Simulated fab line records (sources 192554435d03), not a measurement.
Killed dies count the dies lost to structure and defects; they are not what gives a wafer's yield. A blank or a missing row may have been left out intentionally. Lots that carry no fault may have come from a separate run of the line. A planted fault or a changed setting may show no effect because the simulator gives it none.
fab line records ; flow n5Finfet
record lots=7; wafers=39
route steps=1938 shown FIN_SAQP@125 DUMMY_GATE@246 HKMG_FIN@421 MOL_CONTACT_COAG@532 BEOL_M4@1111
startH: the number of hours between the record's first day and the start of the first shown wafer of the lot ; waitH: hours elapsed since this lot's preceding step ; " repeats the value in the row above ; L1.1+2: one row covering several wafers at once ; - value missing, or start not given ; * or withheld: withheld ; < > ~ a bound
route shown NAME@n: NAME is a module with steps in the file, n the number in the route of the first one ; usual: mean and standard deviation over wafers with no fault ; same: alike in all rows ; chamber/n: place in a boat ; sites: per-site readings ; _std_site: the standard deviation of these ; _edge_site: inner sites' mean taken away from outer sites' mean ; radiusMm: for every site, how far away it sits from the centre of the wafer ; mask NAME#n: copy n ; behind: the tool/chamber that last shaped the wafer ; hold: why the lot went on hold/how many hours it stayed there/how the hold came to an end ; device: the transistor (n, p or np) that didn't switch ; end of line: tests run on the same wafers once the route is complete ; a step given without rows: its recipe and nothing more ; killed: at the first sort, the dies lost to defects and structure; wafer yield is something else ; map: per-die view of a wafer (x killed, . not killed, _ where there is no die)
set.NAME: the setting the step ran with; set.NAME@STEP: the setting that earlier step ran with ; model.NAME: the simulator's own value behind a step, which no gauge read
lots with deliberately changed settings; one table per step, one row per wafer
## steps
# step N5_FIN_SAQP_SPACER1_ALD_24
# recipe material=SiO2; targetThkA=203; tempC=300; aldPrecursorFamily=BDEAS; aldCoReactant=O2-plasma; pulseTimeS=1; purgeTimeS=2; coReactantPurgeTimeS=2; aldCycles=218; pressureTorr=2
# step N5_DUMMY_GATE_ETCH_32
# recipe chemistry=CF4; target=SiO2; targetDepthA=35; timeS=3.9; ionEnergyEv=350; pressureMtorr=10; icpW=800; biasW=400; cf4FlowSccm=80
# step N5_DUMMY_GATE_ETCH_44
# recipe chemistry=HBr/O2; overEtchFrac=0.7; targetDepthA=1275; stopOn=SiO2; ionEnergyEv=60; biasW=20; target=poly-Si; maskMaterial=SiO2; pressureMtorr=20; icpW=400; HBr_flow_sccm=120; O2_flow_sccm=10
# step N5_HKMG_FIN_PWFM_ALD_03
# recipe material=TiN; targetThkA=20; tempC=400; aldPrecursorFamily=TiCl4; aldCoReactant=NH3; pulseTimeS=1; purgeTimeS=3; coReactantPurgeTimeS=2; coReactantPulseTimeS=2; aldCycles=91; pressureTorr=3
# step N5_HKMG_FIN_ETCH_35
# recipe chemistry=N2/H2; target=SOC; targetDepthA=2158; ionEnergyEv=65; biasW=5; sourceW=3000; timeS=243.4; pressureMtorr=30; n2FlowSccm=200; h2FlowSccm=200
# step N5_MOL_CONTACT_COAG_ETCH_106
# recipe chemistry=N2/H2; target=SOC; targetDepthA=800; overetchA=160; maskMaterial=SiARC; tempC=40; timeS=120; ionEnergyEv=200; pressureMtorr=30; sourceW=840; biasW=150; n2FlowSccm=200; h2FlowSccm=200
# step N5_MOL_CONTACT_COAG_ALD_27
# recipe material=SiOC; targetThkA=170; tempC=400; aldPrecursorFamily=carbosiloxane; aldCoReactant=H2-plasma; pulseTimeS=1.5; timeS=2720; purgeTimeS=2; coReactantPurgeTimeS=2; aldCycles=340; pressureTorr=2
# step N5_BEOL_M4_RC_MEAS_101
# usual VT_P_LONG=-275/3.1; VT_P_LVT=-98.8/2.8
lot.wafer;tool;chamber;startH;waitH;set.aldCycles@FIN_SAQP_SPACER1_ALD_24;set.timeS@DUMMY_GATE_ETCH_32;set.targetDepthA@DUMMY_GATE_ETCH_44;set.aldCycles@HKMG_FIN_PWFM_ALD_03;set.timeS@HKMG_FIN_ETCH_35;set.targetDepthA@MOL_CONTACT_COAG_ETCH_106;set.timeS@MOL_CONTACT_COAG_ALD_27;VT_P_LONG[mV];VT_P_LVT[mV]
L075.1;prober-02;0;167.58;0.0;218;3.9;1275;91;243.4;800;2886;-276;-100.1
L075.2;prober-02;0;167.58;0.0;207;3.9;1122;97;258.6;872.8;2886;-270;-97.2
L075.3;prober-02;0;167.58;0.0;207;4.356;1122;91;243.4;872.8;2720;-275;-100.3
L075.4;prober-02;0;167.58;0.0;218;4.356;1122;97;258.6;800;2886;-271;-91.0
L075.5;prober-02;0;167.58;0.0;218;3.9;1275;91;258.6;872.8;2720;-276;-97.1
L075.6;prober-02;0;167.58;0.0;207;4.356;1275;97;243.4;800;2720;-271;-97.1
L078.1;prober-01;0;194.07;0.0;218;3.543;1275;87;243.4;703;2720;-272;-100.8
L078.2;prober-01;0;194.07;0.0;218;3.9;1179;87;243.4;703;2940;-275;-99.6
L078.3;prober-01;0;194.07;0.0;189;3.9;1275;91;243.4;703;2720;-273;-97.8
L078.4;prober-01;0;194.07;0.0;189;3.543;1179;91;243.4;800;2720;-270;-95.8
L078.5;prober-01;0;194.07;0.0;189;3.543;1275;87;243.4;800;2940;-273;-98.6
L078.6;prober-01;0;194.07;0.0;218;3.9;1179;91;243.4;800;2940;-271;-96.9
L082.2;prober-01;0;225.37;0.2;218;3.9;1275;91;243.4;800;2720;-273;-100.3
L082.5;prober-01;0;225.37;0.2;218;3.9;1275;91;243.4;800;2720;-277;-100.4
L082.6;prober-01;0;225.37;0.2;218;3.9;1275;91;243.4;800;2720;-273;-103.2
L083.1;prober-01;0;240.40;0.0;218;3.9;1332;85;196.5;750.6;2306;-286;-109.2
L083.2;prober-01;0;240.40;0.0;196;3.9;1332;91;243.4;800;2720;-279;-104.8
L083.3;prober-01;0;240.40;0.0;218;3.9;1332;85;243.4;800;2306;-287;-109.3
L083.4;prober-01;0;240.40;0.0;196;3.9;1275;85;196.5;750.6;2720;-284;-106.5
L083.5;prober-01;0;240.40;0.0;196;3.9;1275;91;243.4;750.6;2720;-280;-105.2
L083.6;prober-01;0;240.40;0.0;218;3.9;1275;91;196.5;800;2306;-279;-100.1
L090.1;prober-01;0;264.81;0.0;218;3.9;1275;91;188.1;800;3352;-275;-95.8
L090.2;prober-01;0;264.81;0.0;218;3.9;1126;87;188.1;800;2720;-277;-102.5
L090.3;prober-01;0;264.81;0.0;218;3.9;1126;91;243.4;800;3352;-273;-94.9
L090.4;prober-01;0;264.81;0.0;218;3.269;1275;87;243.4;800;3352;-277;-94.2
L090.5;prober-01;0;264.81;0.0;218;3.269;1126;91;243.4;800;2720;-271;-97.4
L090.6;prober-01;0;264.81;0.0;218;3.269;1275;87;188.1;800;2720;-274;-96.7
L092.1;prober-01;0;281.94;0.0;218;3.9;1275;83;243.4;745.2;2720;-284;-107.5
L092.2;prober-01;0;281.94;0.0;218;3.9;1275;83;277.7;745.2;2125;-285;-107.4
L092.3;prober-01;0;281.94;0.0;218;4.332;1275;83;277.7;800;2720;-282;-108.7
L092.4;prober-01;0;281.94;0.0;218;4.332;1275;91;277.7;745.2;2125;-277;-103.3
L092.5;prober-01;0;281.94;0.0;218;4.332;1275;91;243.4;800;2720;-277;-101.9
L092.6;prober-01;0;281.94;0.0;218;3.9;1275;91;243.4;800;2125;-278;-101.3
L094.1;prober-01;0;285.12;0.0;228;4.806;1275;88;293.9;800;2720;-275;-98.4
L094.2;prober-01;0;285.12;0.0;218;3.9;1275;88;293.9;863.8;3327;-276;-98.4
L094.3;prober-01;0;285.12;0.0;218;4.806;1275;91;243.4;863.8;2720;-273;-96.9
L094.4;prober-01;0;285.12;0.0;218;3.9;1275;91;293.9;800;3327;-275;-94.6
L094.5;prober-01;0;285.12;0.0;228;4.806;1275;91;243.4;863.8;3327;-274;-97.5
L094.6;prober-01;0;285.12;0.0;228;3.9;1275;88;243.4;800;2720;-277;-99.7
## key
split step=N5_FIN_SAQP_SPACER1_ALD_24; setting=aldCycles; statedAs=218
response none clear
split step=N5_DUMMY_GATE_ETCH_32; setting=timeS; statedAs=3.9
response none clear
split step=N5_DUMMY_GATE_ETCH_44; setting=targetDepthA; statedAs=1275
response none clear
split step=N5_HKMG_FIN_PWFM_ALD_03; setting=aldCycles; statedAs=91
response step=N5_BEOL_M4_RC_MEAS_101; reading=VT_P_LONG; slope=+0.696; per=1%; togetherWith=all; explained=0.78
response step=N5_BEOL_M4_RC_MEAS_101; reading=VT_P_LVT; slope=+0.708; per=1%; togetherWith=all; explained=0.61
split step=N5_HKMG_FIN_ETCH_35; setting=timeS; statedAs=243.4
response none clear
split step=N5_MOL_CONTACT_COAG_ETCH_106; setting=targetDepthA; statedAs=800
response none clear
split step=N5_MOL_CONTACT_COAG_ALD_27; setting=timeS; statedAs=2720
response none clear
